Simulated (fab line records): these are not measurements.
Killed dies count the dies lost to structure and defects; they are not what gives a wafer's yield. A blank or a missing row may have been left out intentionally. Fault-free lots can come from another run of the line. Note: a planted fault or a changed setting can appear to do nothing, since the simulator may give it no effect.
Which of the tools did it? / flow n5Finfet / 9 lots with 25 wafers sampled at 6 steps, on a route of 1938 steps

== WHAT THE GAUGES READ, wafer by wafer ==
N5_BEOL_M4_RC_MEAS_101. Usual: DIBL_N 35.0 mV/V, standard deviation 2.4; DIBL_P 35.4 mV/V, standard deviation 2.8; IOFF_N 0.14 nA/um, standard deviation 0.045; IOFF_P 0.20 nA/um, standard deviation 0.048; ION_N 667 uA/um, standard deviation 19; ION_P 460 uA/um, standard deviation 11; SS_N 71.2 mV/dec, standard deviation 0.71; SS_P 73.1 mV/dec, standard deviation 0.86; VT_N 252 mV, standard deviation 4.6; VT_P -251 mV, standard deviation 3.4.
lot=L737; measured=day 8 04:15; on=prober-01; DIBL_N (mV/V)=33.3 31.0 35.2; DIBL_P (mV/V)=34.5 32.4 38.2; IOFF_N (nA/um)=0.13 0.10 0.17; IOFF_P (nA/um)=0.18 0.16 0.25; ION_N (uA/um)=651 664 688; ION_P (uA/um)=451 467 481; SS_N (mV/dec)=70.5 70.0 70.3; SS_P (mV/dec)=73.0 72.4 73.1; VT_N (mV)=249 253 246; VT_P (mV)=-251 -251 -246; flag=
lot=L740; measured=day 8 14:15; on=prober-02; DIBL_N (mV/V)=37.4 37.7 38.5; DIBL_P (mV/V)=38.2 37.8 39.6; IOFF_N (nA/um)=0.21 0.21 0.21; IOFF_P (nA/um)=0.25 0.24 0.27; ION_N (uA/um)=689 677 676; ION_P (uA/um)=473 462 464; SS_N (mV/dec)=72.0 71.7 71.7; SS_P (mV/dec)=73.7 74.5 74.2; VT_N (mV)=246 246 247; VT_P (mV)=-248 -248 -248; flag=
lot=L743; measured=day 9 16:17; on=prober-02; DIBL_N (mV/V)=42.5 38.6 32.1; DIBL_P (mV/V)=42.8 37.4 28.8; IOFF_N (nA/um)=0.35 0.20 0.09; IOFF_P (nA/um)=0.39 0.24 0.13; ION_N (uA/um)=724 685 630; ION_P (uA/um)=490 470 441; SS_N (mV/dec)=73.3 71.9 70.5; SS_P (mV/dec)=75.2 74.0 70.5; VT_N (mV)=239 246 260; VT_P (mV)=-242 -247 -256; flag=
lot=L745; measured=day 10 06:08; on=prober-02; DIBL_N (mV/V)=35.2 34.9 34.1; DIBL_P (mV/V)=37.0 35.7 35.7; IOFF_N (nA/um)=0.14 0.14 0.13; IOFF_P (nA/um)=0.21 0.19 0.19; ION_N (uA/um)=654 679 683; ION_P (uA/um)=456 461 470; SS_N (mV/dec)=70.9 71.3 71.8; SS_P (mV/dec)=72.8 73.5 72.8; VT_N (mV)=250 250 250; VT_P (mV)=-251 -250 -251; flag=
lot=L749; measured=day 10 22:53; on=prober-02; DIBL_N (mV/V)=34.3 32.4 35.7; DIBL_P (mV/V)=35.8 33.3 38.3; IOFF_N (nA/um)=0.14 0.12 0.16; IOFF_P (nA/um)=0.20 0.17 0.24; ION_N (uA/um)=673 661 665; ION_P (uA/um)=469 462 465; SS_N (mV/dec)=71.1 70.8 71.5; SS_P (mV/dec)=73.4 72.3 73.6; VT_N (mV)=251 253 250; VT_P (mV)=-251 -253 -250; flag=
lot=L754; measured=day 12 12:14; on=prober-01; DIBL_N (mV/V)=31.3 36.8 31.7; DIBL_P (mV/V)=32.2 38.9 32.6; IOFF_N (nA/um)=0.10 0.18 0.11; IOFF_P (nA/um)=0.15 0.23 0.15; ION_N (uA/um)=637 653 669; ION_P (uA/um)=439 448 461; SS_N (mV/dec)=71.1 72.3 70.9; SS_P (mV/dec)=71.9 73.9 72.4; VT_N (mV)=255 250 253; VT_P (mV)=-255 -253 -256; flag=
lot=L756; measured=day 12 12:53; on=prober-02; DIBL_N (mV/V)=39.2 34.4 37.5; DIBL_P (mV/V)=41.4 30.3 36.4; IOFF_N (nA/um)=0.22 0.11 0.17; IOFF_P (nA/um)=0.33 0.14 0.21; ION_N (uA/um)=688 631 666; ION_P (uA/um)=483 437 456; SS_N (mV/dec)=71.9 71.8 71.4; SS_P (mV/dec)=74.8 72.3 74.4; VT_N (mV)=243 258 249; VT_P (mV)=-246 -258 -252; flag=
lot=L759; measured=day 13 14:25; on=prober-02; DIBL_N (mV/V)=33.1 36.3; DIBL_P (mV/V)=36.2 39.3; IOFF_N (nA/um)=0.12 0.19; IOFF_P (nA/um)=0.18 0.23; ION_N (uA/um)=654 702; ION_P (uA/um)=457 479; SS_N (mV/dec)=71.3 72.0; SS_P (mV/dec)=72.9 74.1; VT_N (mV)=253 243; VT_P (mV)=-251 -248; flag=
lot=L760; measured=day 13 23:25; on=prober-01; DIBL_N (mV/V)=34.6 33.8; DIBL_P (mV/V)=35.6 34.3; IOFF_N (nA/um)=0.14 0.11; IOFF_P (nA/um)=0.20 0.17; ION_N (uA/um)=681 656; ION_P (uA/um)=471 450; SS_N (mV/dec)=70.7 70.9; SS_P (mV/dec)=73.5 73.0; VT_N (mV)=251 256; VT_P (mV)=-252 -256; flag=

N5_BEOL_M7_OVL_MEAS_12. Usual: M7_OVL gives 0.3 nm (standard deviation 0.71).
lot=L737; measured=day 9 07:17; on=overlay-02; M7_OVL (nm)=0.5 1.3 1.2; flag=
lot=L740; measured=day 9 15:59; on=overlay-02; M7_OVL (nm)=0.2 0.4 0.5; flag=
lot=L743; measured=day 10 13:17; on=overlay-01; M7_OVL (nm)=-1.5 -0.4 0.6; flag=
lot=L745; measured=day 11 04:26; on=overlay-01; M7_OVL (nm)=-0.4 0.6 -0.1; flag=
lot=L749; measured=day 11 21:20; on=overlay-02; M7_OVL (nm)=0.1 -0.3 0.4; flag=
lot=L754; measured=day 13 14:13; on=overlay-02; M7_OVL (nm)=1.7 0.7 1.4; flag=
lot=L756; measured=day 13 14:16; on=overlay-02; M7_OVL (nm)=-0.8 0.9 0.3; flag=
lot=L759; measured=day 14 20:16; on=overlay-01; M7_OVL (nm)=-0.8 -0.1; flag=
lot=L760; measured=day 15 01:39; on=overlay-02; M7_OVL (nm)=-1.4 -0.4; flag=

N5_BEOL_M7_OCD_MEAS_38. Usual: 91.0 nm for trenchDepthNm, sd 1.8.
lot=L737; measured=day 9 11:53; on=ocd-02; trenchDepthNm (nm)=88.0 90.0 88.7; flag=
lot=L740; measured=day 9 17:48; on=ocd-02; trenchDepthNm (nm)=87.7 87.3 90.4; flag=
lot=L743; measured=day 10 15:28; on=ocd-02; trenchDepthNm (nm)=91.0 91.6 88.3; flag=
lot=L745; measured=day 11 06:07; on=ocd-01; trenchDepthNm (nm)=0.1 90.5 -; flag=OFF
lot=L749; measured=day 11 22:54; on=ocd-01; trenchDepthNm (nm)=87.0 92.9 87.8; flag=
lot=L754; measured=day 13 15:58; on=ocd-01; trenchDepthNm (nm)=88.2 90.7 89.7; flag=
lot=L756; measured=day 13 16:25; on=ocd-02; trenchDepthNm (nm)=92.4 92.5 92.9; flag=
lot=L759; measured=day 14 21:38; on=ocd-02; trenchDepthNm (nm)=90.6 94.7; flag=
lot=L760; measured=day 15 03:19; on=ocd-02; trenchDepthNm (nm)=91.1 91.4; flag=

N5_BEOL_M7_CD_MEAS_35 targets a cd of 40 nm. Usual: 40.2 nm for cdNm, sd 0.7.
lot=L737; measured=day 9 12:03; on=cdSem-01; cdNm (nm)=41.0 39.5 41.7; flag=
lot=L740; measured=day 9 17:58; on=cdSem-03; cdNm (nm)=40.4 39.8 41.0; flag=
lot=L743; measured=day 10 15:37; on=cdSem-02; cdNm (nm)=39.3 41.1 40.0; flag=
lot=L745; measured=day 11 06:17; on=cdSem-03; cdNm (nm)=- 39.6 -; flag=
lot=L749; measured=day 11 23:03; on=cdSem-02; cdNm (nm)=40.8 40.3 40.0; flag=
lot=L754; measured=day 13 16:07; on=cdSem-01; cdNm (nm)=39.8 38.6 39.0; flag=
lot=L756; measured=day 13 16:34; on=cdSem-03; cdNm (nm)=40.0 41.6 40.2; flag=
lot=L759; measured=day 14 21:48; on=cdSem-01; cdNm (nm)=40.6 40.8; flag=
lot=L760; measured=day 15 03:29; on=cdSem-01; cdNm (nm)=40.6 39.9; flag=

== EACH LOT AND THE TOOL THAT RAN IT (in order: tool; ch and the chambers of the sampled wafers; start) ==
lot=L737; N5_BEOL_M7_HM_OPEN_17=rieMetal-03 ch 0,1, day 9 07:40; N5_BEOL_M7_VIA_ETCH_34=rieDiel-06 ch 0,2, day 9 11:38
lot=L740; N5_BEOL_M7_HM_OPEN_17=rieMetal-02 ch 0,1, day 9 16:34; N5_BEOL_M7_VIA_ETCH_34=rieDiel-06 ch 0,2, day 9 17:32
lot=L743; N5_BEOL_M7_HM_OPEN_17=rieMetal-03 ch 0,1, day 10 13:56; N5_BEOL_M7_VIA_ETCH_34=rieDiel-01 ch 0,1,3, day 10 15:13
lot=L745; N5_BEOL_M7_HM_OPEN_17=rieMetal-03 ch 0,1, day 11 04:49; N5_BEOL_M7_VIA_ETCH_34=rieDiel-02 ch 1,2, day 11 05:52
lot=L749; N5_BEOL_M7_HM_OPEN_17=rieMetal-01 ch 0,1, day 11 21:41; N5_BEOL_M7_VIA_ETCH_34=rieDiel-01 ch 2,3, day 11 22:39
lot=L754; N5_BEOL_M7_HM_OPEN_17=rieMetal-02 ch 1, day 13 14:38; N5_BEOL_M7_VIA_ETCH_34=rieDiel-02 ch 0,1,2, day 13 15:43
lot=L756; N5_BEOL_M7_HM_OPEN_17=rieMetal-02 ch 1, day 13 15:10; N5_BEOL_M7_VIA_ETCH_34=rieDiel-01 ch 0,1,3, day 13 16:10
lot=L759; N5_BEOL_M7_HM_OPEN_17=rieMetal-03 ch 0, day 14 20:36; N5_BEOL_M7_VIA_ETCH_34=rieDiel-01 ch 2,3, day 14 21:23
lot=L760; N5_BEOL_M7_HM_OPEN_17=rieMetal-03 ch 0,1, day 15 01:59; N5_BEOL_M7_VIA_ETCH_34=rieDiel-01 ch 1,3, day 15 03:04
- N5_BEOL_M7_HM_OPEN_17: chemistry Cl2/BCl3, target TiN, target depth 20 nm, overetch 6 nm.
- N5_BEOL_M7_VIA_ETCH_34: etches SiCOH lowk in C4F6/O2, target depth 125.5 nm, time 50.5 s.

== WHAT THE TOOLS THEMSELVES READ (means of the sampled wafers that have a number; where no wafer has one, the mark that the record gives instead) ==
N5_BEOL_M7_HM_OPEN_17. Usual: drypumpMotorCurrentA 6.1 A, standard deviation 0.35; mfcCl2Sccm 53.28 sccm, standard deviation 0.16; oesProductAu 0.64 a.u., standard deviation 0.086; throttleValvePct 22.12 %, standard deviation 0.22.
lot=L737; tool=rieMetal-03; drypumpMotorCurrentA (A)=6.1; mfcCl2Sccm (sccm)=53.20; oesProductAu (a.u.)=0.61; throttleValvePct (%)=22.13; flag=
lot=L740; tool=rieMetal-02; drypumpMotorCurrentA (A)=6.2; mfcCl2Sccm (sccm)=53.30; oesProductAu (a.u.)=0.57; throttleValvePct (%)=22.15; flag=
lot=L743; tool=rieMetal-03; drypumpMotorCurrentA (A)=6.1; mfcCl2Sccm (sccm)=53.20; oesProductAu (a.u.)=0.70; throttleValvePct (%)=22.06; flag=
lot=L745; tool=rieMetal-03; drypumpMotorCurrentA (A)=6.2; mfcCl2Sccm (sccm)=53.34; oesProductAu (a.u.)=0.61; throttleValvePct (%)=22.19; flag=
lot=L749; tool=rieMetal-01; drypumpMotorCurrentA (A)=5.7; mfcCl2Sccm (sccm)=53.21; oesProductAu (a.u.)=0.73; throttleValvePct (%)=21.96; flag=
lot=L754; tool=rieMetal-02; drypumpMotorCurrentA (A)=6.3; mfcCl2Sccm (sccm)=53.27; oesProductAu (a.u.)=0.55; throttleValvePct (%)=22.28; flag=
lot=L756; tool=rieMetal-02; drypumpMotorCurrentA (A)=6.2; mfcCl2Sccm (sccm)=53.32; oesProductAu (a.u.)=0.55; throttleValvePct (%)=22.25; flag=
lot=L759; tool=rieMetal-03; drypumpMotorCurrentA (A)=6.5; mfcCl2Sccm (sccm)=53.19; oesProductAu (a.u.)=0.73; throttleValvePct (%)=22.42; flag=
lot=L760; tool=rieMetal-03; drypumpMotorCurrentA (A)=6.2; mfcCl2Sccm (sccm)=53.39; oesProductAu (a.u.)=0.69; throttleValvePct (%)=22.16; flag=

N5_BEOL_M7_VIA_ETCH_34. Usual: drypumpMotorCurrentA 5.8 A, standard deviation 0.45; oesProductAu 0.77 a.u., standard deviation 0.09; rfVppV 669 V, standard deviation 16; showerheadPlenumPTorr 2.86 Torr, standard deviation 0.1; throttleValvePct 20.84 %, standard deviation 0.29.
lot=L737; tool=rieDiel-06; drypumpMotorCurrentA (A)=6.6; oesProductAu (a.u.)=0.69; rfVppV (V)=663; showerheadPlenumPTorr (Torr)=2.84; throttleValvePct (%)=21.00; flag=
lot=L740; tool=rieDiel-06; drypumpMotorCurrentA (A)=6.6; oesProductAu (a.u.)=0.69; rfVppV (V)=663; showerheadPlenumPTorr (Torr)=2.84; throttleValvePct (%)=21.00; flag=
lot=L743; tool=rieDiel-01; drypumpMotorCurrentA (A)=5.7; oesProductAu (a.u.)=0.75; rfVppV (V)=664; showerheadPlenumPTorr (Torr)=2.84; throttleValvePct (%)=20.73; flag=
lot=L745; tool=rieDiel-02; drypumpMotorCurrentA (A)=5.3; oesProductAu (a.u.)=0.47; rfVppV (V)=663; showerheadPlenumPTorr (Torr)=2.92; throttleValvePct (%)=20.74; flag=OFF
lot=L749; tool=rieDiel-01; drypumpMotorCurrentA (A)=5.8; oesProductAu (a.u.)=0.67; rfVppV (V)=672; showerheadPlenumPTorr (Torr)=2.68; throttleValvePct (%)=20.79; flag=
lot=L754; tool=rieDiel-02; drypumpMotorCurrentA (A)=5.5; oesProductAu (a.u.)=0.75; rfVppV (V)=673; showerheadPlenumPTorr (Torr)=2.92; throttleValvePct (%)=20.75; flag=
lot=L756; tool=rieDiel-01; drypumpMotorCurrentA (A)=5.7; oesProductAu (a.u.)=0.81; rfVppV (V)=667; showerheadPlenumPTorr (Torr)=2.93; throttleValvePct (%)=20.63; flag=
lot=L759; tool=rieDiel-01; drypumpMotorCurrentA (A)=5.8; oesProductAu (a.u.)=0.96; rfVppV (V)=688; showerheadPlenumPTorr (Torr)=3.01; throttleValvePct (%)=20.41; flag=
lot=L760; tool=rieDiel-01; drypumpMotorCurrentA (A)=5.8; oesProductAu (a.u.)=0.79; rfVppV (V)=665; showerheadPlenumPTorr (Torr)=2.96; throttleValvePct (%)=20.74; flag=

== THE ANSWER, worked out from the rows above alone ==
Rule: a lot is off if the mean of its wafers that have a number lies more than 3 standard deviations from the usual mean. Also off: a lot with no number at a reading for which 4 or more lots have one. The other lots that the step has rows for count as sound. Order of review: gauges by route order, followed by the tools' own readings, for which a lot's mean as printed above is used. At the first step where some lot is off, the reading lying furthest off is the one used; lots without a number count as furthest.
Off: L745 (N5_BEOL_M7_OCD_MEAS_38, trenchDepthNm).
A tool fits if, at a process step before that reading, it ran every lot that is off, and no sound lot after the first of them. The gauges at N5_BEOL_M7_OCD_MEAS_38 aren't tried: what is off there is off at N5_BEOL_M7_VIA_ETCH_34 too, on other tools, and a gauge's error can't cause that. None of those tried fits.

== WHAT THE SIMULATOR PUT IN ==
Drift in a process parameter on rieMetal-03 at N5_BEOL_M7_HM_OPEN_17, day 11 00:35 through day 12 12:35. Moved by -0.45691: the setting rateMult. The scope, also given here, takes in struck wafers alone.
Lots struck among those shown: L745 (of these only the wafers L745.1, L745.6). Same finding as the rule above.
